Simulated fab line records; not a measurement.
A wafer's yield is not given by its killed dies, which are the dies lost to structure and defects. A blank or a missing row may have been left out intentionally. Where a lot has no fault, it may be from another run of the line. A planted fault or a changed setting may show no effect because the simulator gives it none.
fab line records ; flow nand_harc
record: lots: 6; wafers: 18; last_day: 32
route steps=1302 shown A_CHANNEL_HOLE_D1@483 A_CHANNEL_FILL_D1@490
lots with no fault: from the same line, run without faults
start_h: hours from the record's first day to the start of the lot's first wafer shown ; wait_h: time in hours since the lot's previous step ; " same as the row above ; L1.1+2: a row that stands for several wafers ; - either no value or no given start ; * or withheld: withheld ; < > ~ a bound
route shown NAME@n: NAME is a module with steps in the file, n the number in the route of the first one ; usual: the fault-free wafers' mean and standard deviation ; same: alike in all rows ; chamber/n: place in a boat ; sites: readings site by site ; _std_site: standard deviation across them ; _edge_site: the outer-site mean with the inner-site mean subtracted ; radius_mm: for every site, how far away it sits from the centre of the wafer ; mask NAME#n: copy n ; behind: the last tool/chamber to shape the wafer ; hold: the reason the lot was held/the length of the hold in hours/how it ended ; device: which transistor (n, p or np) failed to switch ; end of line: at the end of the route, the tests of the same wafers ; a step with no rows: only its recipe ; killed: dies that structure and defects cost at the first sort, which is not the same as the wafer's yield ; map: the dies of a wafer, with x for killed, . for not killed, _ for no die there
set.NAME: the run value of the setting; set.NAME@STEP: its run value at that earlier step ; model.NAME: the simulator's own value behind a step, which no gauge read
a table for each step, a row for each wafer; lots at some steps of the route
services: a tool's chamber out of use, with start hour (start_h, from the record's first day; less than 0 if before it), hours out, and reason
== steps ==
step: NHARC_A_CHANNEL_HOLE_D1_ETCH_44
recipe: target_depth_a: 1400; overetch_a: 140; time_s: 77; ion_energy_ev: 100; cf4_flow_sccm: 80; o2_flow_sccm: 20; ar_flow_sccm: 0; rf_w: 300; bias_w: 100; chemistry: CF4/O2
usual: drypump_motor_current_A: 5.8/0.49; oes_product_au: 0.998/0.0094; rf_vpp_V: 197.7/1.5; showerhead_plenum_p_Torr: 1.33/0.065; throttle_valve_pct: 13.398/0.0087
lot.wafer;tool;chamber;start_h;wait_h;drypump_motor_current_A;oes_product_au;rf_hours_counter_h;rf_vpp_V;showerhead_plenum_p_Torr;throttle_valve_pct
L334.1;rie_diel-08;2;187.85;0.0;6.5;0.994;16;195.8;1.33;13.401
L334.4;rie_diel-08;3;187.85;0.0;6.0;0.999;15;196.6;1.24;13.387
L334.3;rie_diel-08;1;187.85;0.0;4.9;1.008;16;199.3;1.42;13.400
L339.3;rie_diel-08;2;241.23;0.1;6.5;0.996;3;197.9;1.33;13.391
L339.1;rie_diel-08;1;241.23;0.1;4.9;1.010;3;199.2;1.42;13.396
L339.4;rie_diel-08;2;241.23;0.1;6.5;1.000;-;197.8;1.33;13.393
L338.3;rie_diel-08;3;241.86;0.1;6.0;0.985;3;197.0;1.24;13.400
L338.4;rie_diel-08;3;241.86;0.1;6.0;0.995;-;195.6;1.24;13.396
L338.6;rie_diel-08;1;241.86;0.1;4.9;0.992;-;200.4;1.42;13.401
L349.1;rie_diel-08;3;329.55;0.0;6.0;1.000;11;194.9;1.24;13.411
L349.2;rie_diel-08;0;329.55;0.0;5.7;1.003;9;198.4;1.40;13.397
L349.4;rie_diel-08;2;329.55;0.0;6.5;0.990;10;198.0;1.33;13.395
L354.2;rie_diel-08;2;401.72;0.1;6.5;0.993;1;197.8;1.33;13.400
L354.6;rie_diel-08;3;401.72;0.1;5.9;0.988;-;196.7;1.24;13.406
L354.5;rie_diel-08;0;401.72;0.1;5.7;0.998;-;199.7;1.40;13.412
L355.3;rie_diel-08;3;403.16;0.1;6.0;1.007;2;196.6;1.24;13.401
L355.2;rie_diel-08;1;403.16;0.1;4.9;1.007;2;198.6;1.42;13.414
L355.6;rie_diel-08;3;403.16;0.1;6.0;1.006;-;197.1;1.24;13.409
step: NHARC_A_CHANNEL_HOLE_D1_STRIP_27
recipe: o2_flow_sccm: 500; ar_flow_sccm: 0; bias_w: 0; chemistry: O2
usual: drypump_motor_current_A: 5.8/0.51; oes_product_au: 0.998/0.0086; rf_vpp_V: 57.6/0.9; showerhead_plenum_p_Torr: 3.52/0.16; throttle_valve_pct: 17.036/0.0085
lot.wafer;tool;chamber;start_h;wait_h;drypump_motor_current_A;oes_product_au;rf_hours_counter_h;rf_vpp_V;showerhead_plenum_p_Torr;throttle_valve_pct
L334.1;rie_diel-08;2;-;-;6.5;0.996;16;58.3;3.52;17.028
L334.3;rie_diel-08;3;-;-;6.0;0.995;15;57.8;3.30;17.023
L334.4;rie_diel-08;0;-;-;5.7;1.004;14;57.4;3.70;17.024
L339.3;rie_diel-08;1;-;-;4.9;1.003;3;57.0;3.74;17.034
L339.1;rie_diel-08;2;-;-;6.5;0.996;3;57.4;3.52;17.048
L339.4;rie_diel-08;1;-;-;4.9;1.001;-;58.3;3.74;17.034
L338.3;rie_diel-08;1;-;-;4.9;1.000;3;58.2;3.74;17.031
L338.4;rie_diel-08;2;-;-;6.5;0.989;-;58.4;3.52;17.048
L338.6;rie_diel-08;3;-;-;6.0;0.982;-;56.7;3.30;17.017
L349.4;rie_diel-08;2;-;-;6.5;0.985;10;56.8;3.51;17.032
L349.2;rie_diel-08;3;-;-;6.0;0.993;11;56.7;3.29;17.038
L349.1;rie_diel-08;1;-;-;4.9;1.002;11;57.9;3.73;17.032
L354.2;rie_diel-08;0;-;-;5.7;1.010;2;57.5;3.69;17.033
L354.6;rie_diel-08;3;-;-;6.0;0.999;-;58.1;3.29;17.031
L354.5;rie_diel-08;0;-;-;5.8;1.007;-;56.6;3.69;17.048
L355.3;rie_diel-08;2;-;-;6.5;0.995;2;56.4;3.51;17.037
L355.2;rie_diel-08;3;-;-;6.0;0.998;2;57.9;3.29;17.055
L355.6;rie_diel-08;1;-;-;4.9;1.017;-;58.3;3.73;17.032
step: NHARC_A_CHANNEL_HOLE_D1_PRECLEAN_28
recipe: time_s: *; temp_c: 50; bath_age_min: 0; chemistry: SC1
step: NHARC_A_CHANNEL_HOLE_D1_SRD_29
step: NHARC_A_CHANNEL_HOLE_D1_CD_MEAS_30
usual: cd_nm: 90.5/1.2
lot.wafer;tool;chamber;start_h;wait_h;cd_nm
L334.1;cd_sem-01;-;188.65;-;91.2
L334.3;cd_sem-01;-;188.65;-;91.7
L334.4;cd_sem-01;-;188.65;-;93.0
L339.1;cd_sem-01;-;242.15;-;92.2
L339.3;cd_sem-01;-;242.15;-;91.2
L339.4;cd_sem-01;-;242.15;-;91.9
L338.3;cd_sem-03;-;242.78;-;90.0
L338.4;cd_sem-03;-;242.78;-;90.6
L338.6;cd_sem-03;-;242.78;-;90.7
L349.1;cd_sem-01;-;330.34;-;88.9
L349.2;cd_sem-01;-;330.34;-;89.0
L349.4;cd_sem-01;-;330.34;-;89.1
L354.2;cd_sem-03;-;402.50;-;89.6
L354.5;cd_sem-03;-;402.50;-;89.7
L354.6;cd_sem-03;-;402.50;-;91.8
L355.2;cd_sem-01;-;403.95;-;90.0
L355.3;cd_sem-01;-;403.95;-;91.1
L355.6;cd_sem-01;-;403.95;-;90.1
step: NHARC_A_CHANNEL_HOLE_D1_XSEM_31
recipe: landing_energy_ev: 35000
step: NHARC_A_CHANNEL_HOLE_D1_INSPECT_40
usual: raw_defect_count: 75/27
lot.wafer;tool;chamber;start_h;wait_h;raw_defect_count
L334.1;defect_inspect-01;-;188.83;-;81
L334.3;defect_inspect-01;-;188.83;-;99
L334.4;defect_inspect-01;-;188.83;-;103
L339.1;defect_inspect-02;-;242.34;-;23
L339.3;defect_inspect-02;-;242.34;-;40
L339.4;defect_inspect-02;-;242.34;-;51
L338.3;defect_inspect-02;-;244.25;-;117
L338.4;defect_inspect-02;-;244.25;-;106
L338.6;defect_inspect-02;-;244.25;-;111
L349.1;defect_inspect-01;-;330.52;-;124
L349.2;defect_inspect-01;-;330.52;-;104
L349.4;defect_inspect-01;-;330.52;-;102
L354.2;defect_inspect-02;-;402.69;-;90
L354.5;defect_inspect-02;-;402.69;-;82
L354.6;defect_inspect-02;-;402.69;-;73
L355.2;defect_inspect-02;-;404.13;-;56
L355.3;defect_inspect-02;-;404.13;-;42
L355.6;defect_inspect-02;-;404.13;-;44
step: NHARC_A_CHANNEL_FILL_D1_PRECLEAN_00
recipe: time_s: *; temp_c: 50; bath_age_min: 0; chemistry: SC1
step: NHARC_A_CHANNEL_FILL_D1_SRD_01
step: NHARC_A_CHANNEL_FILL_D1_ALD_02
recipe: target_thk_a: 60; pulse_time_s: 10; ald_cycles: 60; temp_c: 300; material: SiO2
step: NHARC_A_CHANNEL_FILL_D1_ALD_03
recipe: target_thk_a: 60; pulse_time_s: 60; ald_cycles: 58; temp_c: 630; pressure_torr: 2; material: SiNx
usual: ald_cycles: 58/0; precursor_pulse_height_rel: 0.997/0.019
lot.wafer;tool;chamber;start_h;wait_h;ald_cycles;precursor_pulse_height_rel
L334.1;ald_sin_batch-02;0;-;-;58;1.017
L334.3;ald_sin_batch-02;0;-;-;58;1.037
L334.4;ald_sin_batch-02;0;-;-;58;0.996
L338.3;ald_sin_batch-01;0;-;-;58;1.004
L338.4;ald_sin_batch-01;0;-;-;58;0.983
L338.6;ald_sin_batch-01;0;-;-;58;1.013
L339.1;ald_sin_batch-01;0;-;-;58;0.982
L339.3;ald_sin_batch-01;0;-;-;58;0.979
L339.4;ald_sin_batch-01;0;-;-;58;1.004
L349.1;ald_sin_batch-01;0;-;-;58;0.994
L349.2;ald_sin_batch-01;0;-;-;58;1.002
L349.4;ald_sin_batch-01;0;-;-;58;0.972
L354.2;ald_sin_batch-03;0;-;-;58;1.005
L354.5;ald_sin_batch-03;0;-;-;58;1.000
L354.6;ald_sin_batch-03;0;-;-;58;1.027
L355.2;ald_sin_batch-03;0;-;-;58;0.980
L355.3;ald_sin_batch-03;0;-;-;58;1.010
L355.6;ald_sin_batch-03;0;-;-;58;0.972
step: NHARC_A_CHANNEL_FILL_D1_ALD_14
recipe: target_thk_a: 25; pulse_time_s: 10; ald_cycles: 25; temp_c: 300; material: SiO2
usual: ald_cycles: 25/0; heater_power_w: 463/47; precursor_pulse_height_rel: 1.001/0.021
lot.wafer;tool;chamber;start_h;wait_h;ald_cycles;heater_power_w;precursor_pulse_height_rel
L334.4;ald_hk-02;1;196.50;0.1;25;456;1.001
L334.1;ald_hk-02;2;196.50;0.1;25;411;1.030
L334.3;ald_hk-02;3;196.50;0.1;25;542;0.993
L339.3;ald_hk-04;3;249.53;0.0;25;482;1.022
L339.1;ald_hk-04;0;249.53;0.0;25;461;1.004
L339.4;ald_hk-04;1;249.53;0.0;25;483;1.043
L338.3;ald_hk-01;3;249.72;0.2;25;493;0.999
L338.4;ald_hk-01;0;249.72;0.2;25;515;0.977
L338.6;ald_hk-01;3;249.72;0.2;25;476;0.988
L349.1;ald_hk-04;2;337.74;0.0;25;455;0.937
L349.2;ald_hk-04;0;337.74;0.0;25;442;1.007
L349.4;ald_hk-04;1;337.74;0.0;25;464;1.004
L354.2;ald_hk-04;0;409.97;0.2;25;440;0.989
L354.6;ald_hk-04;1;409.97;0.2;25;480;0.956
L354.5;ald_hk-04;2;409.97;0.2;25;473;0.980
L355.3;ald_hk-04;1;410.08;0.3;25;486;1.013
L355.2;ald_hk-04;0;410.08;0.3;25;443;1.020
L355.6;ald_hk-04;2;410.08;0.3;25;462;1.002
step: NHARC_A_CHANNEL_FILL_D1_ALD_15
recipe: target_thk_a: 20; pulse_time_s: 60; ald_cycles: 19; temp_c: 630; pressure_torr: 2; material: SiNx
usual: ald_cycles: 19/0; precursor_pulse_height_rel: 0.997/0.021
lot.wafer;tool;chamber;start_h;wait_h;ald_cycles;precursor_pulse_height_rel
L334.1;ald_sin_batch-01;0;199.58;-;19;1.042
L334.3;ald_sin_batch-01;0;199.58;-;19;1.021
L334.4;ald_sin_batch-01;0;199.58;-;19;1.001
L338.3;ald_sin_batch-02;0;252.65;-;21;1.010
L338.4;ald_sin_batch-02;0;252.65;-;21;1.001
L338.6;ald_sin_batch-02;0;252.65;-;21;0.997
L339.1;ald_sin_batch-02;0;252.65;-;21;1.005
L339.3;ald_sin_batch-02;0;252.65;-;21;1.049
L339.4;ald_sin_batch-02;0;252.65;-;21;1.001
L349.1;ald_sin_batch-01;0;340.86;-;19;1.016
L349.2;ald_sin_batch-01;0;340.86;-;19;1.004
L349.4;ald_sin_batch-01;0;340.86;-;19;0.983
L354.2;ald_sin_batch-02;0;412.98;-;19;0.971
L354.5;ald_sin_batch-02;0;412.98;-;19;0.992
L354.6;ald_sin_batch-02;0;412.98;-;19;0.967
L355.2;ald_sin_batch-02;0;412.98;-;19;0.965
L355.3;ald_sin_batch-02;0;412.98;-;19;0.964
L355.6;ald_sin_batch-02;0;412.98;-;19;0.987
step: NHARC_A_CHANNEL_FILL_D1_ALD_16
recipe: target_thk_a: 15; pulse_time_s: 10; ald_cycles: 15; temp_c: 300; material: SiO2
usual: ald_cycles: 15/0; heater_power_w: 463/46; precursor_pulse_height_rel: 1.000/0.021
lot.wafer;tool;chamber;start_h;wait_h;ald_cycles;heater_power_w;precursor_pulse_height_rel
L334.1;ald_hk-01;1;201.69;0.1;15;438;1.022
L334.4;ald_hk-01;2;201.69;0.1;15;497;1.014
L334.3;ald_hk-01;3;201.69;0.1;15;496;1.000
L339.3;ald_hk-01;3;254.69;0.0;15;488;1.020
L339.4;ald_hk-01;0;254.69;0.0;15;538;1.021
L339.1;ald_hk-01;2;254.69;0.0;15;496;1.003
L338.3;ald_hk-02;3;254.71;0.1;15;529;1.029
L338.4;ald_hk-02;1;254.71;0.1;15;465;0.968
L338.6;ald_hk-02;3;254.71;0.1;15;540;0.990
L349.2;ald_hk-04;2;342.94;0.0;15;457;0.982
L349.1;ald_hk-04;3;342.94;0.0;15;467;1.053
L349.4;ald_hk-04;0;342.94;0.0;15;432;1.010
L355.3;ald_hk-04;3;415.06;0.0;15;458;0.979
L355.2;ald_hk-04;1;415.06;0.0;15;487;1.047
L355.6;ald_hk-04;3;415.06;0.0;15;463;1.008
L354.2;ald_hk-02;2;415.13;0.1;15;400;1.005
L354.5;ald_hk-02;3;415.13;0.1;15;529;0.975
L354.6;ald_hk-02;0;415.13;0.1;15;372;0.985
== services ==
tool;chamber;start_h;hours;kind
ald_hk-02;-;170.00;10.0;pm
rie_diel-08;0;170.05;-;clean
rie_diel-08;1;170.05;-;clean
rie_diel-08;2;170.05;-;clean
rie_diel-08;3;170.05;-;clean
ald_hk-02;-;184.21;2.3;repair
rie_diel-08;-;191.05;9.0;pm
rie_diel-08;0;191.05;9.0;vent_cycle
rie_diel-08;1;191.05;9.0;vent_cycle
rie_diel-08;2;191.05;9.0;vent_cycle
rie_diel-08;3;191.05;9.0;vent_cycle
ald_hk-04;-;191.35;2.1;repair
rie_diel-08;0;200.05;-;clean
rie_diel-08;2;203.25;12.5;repair
ald_hk-02;-;204.34;2.0;repair
ald_hk-01;-;225.16;0.6;repair
ald_hk-04;-;255.32;10.0;pm
ald_sin_batch-02;-;266.00;26.0;pm
rie_diel-08;3;272.12;7.2;repair
rie_diel-08;-;333.82;0.5;repair
rie_diel-08;2;339.63;3.4;repair
ald_hk-02;-;348.00;10.0;pm
rie_diel-08;-;368.07;9.0;pm
ald_hk-04;-;394.79;1.0;repair
== key ==
first_sign: step: NHARC_A_CHANNEL_FILL_D1_ALD_15; reading: ald_cycles; direction: up; sigmas: 99+; usual: 19; struck: 21
effect none on later readings
met_at NHARC_A_CHANNEL_FILL_D1_ALD_15
struck_wafers L338.3,L338.4,L338.6,L339.1,L339.3,L339.4
tester_left_out L338,L339
fault: kind: process_parameter_drift; tool: ald_sin_batch-02; chamber: -; onset_h: 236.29; steps: NHARC_A_CHANNEL_FILL_D1_ALD_15; channel: ald_cycles; offset: 2; shape: step; end_h: 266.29; acts_in: these_recipes_only; stated: 19
tester_left_out: of these lots the tester's yield and bins aren't shown, on N5 and GAA mostly nor the transistor test; their killed dies are dies lost to structure and defects alone, not to doping, threshold or leakage, so they don't give the yield
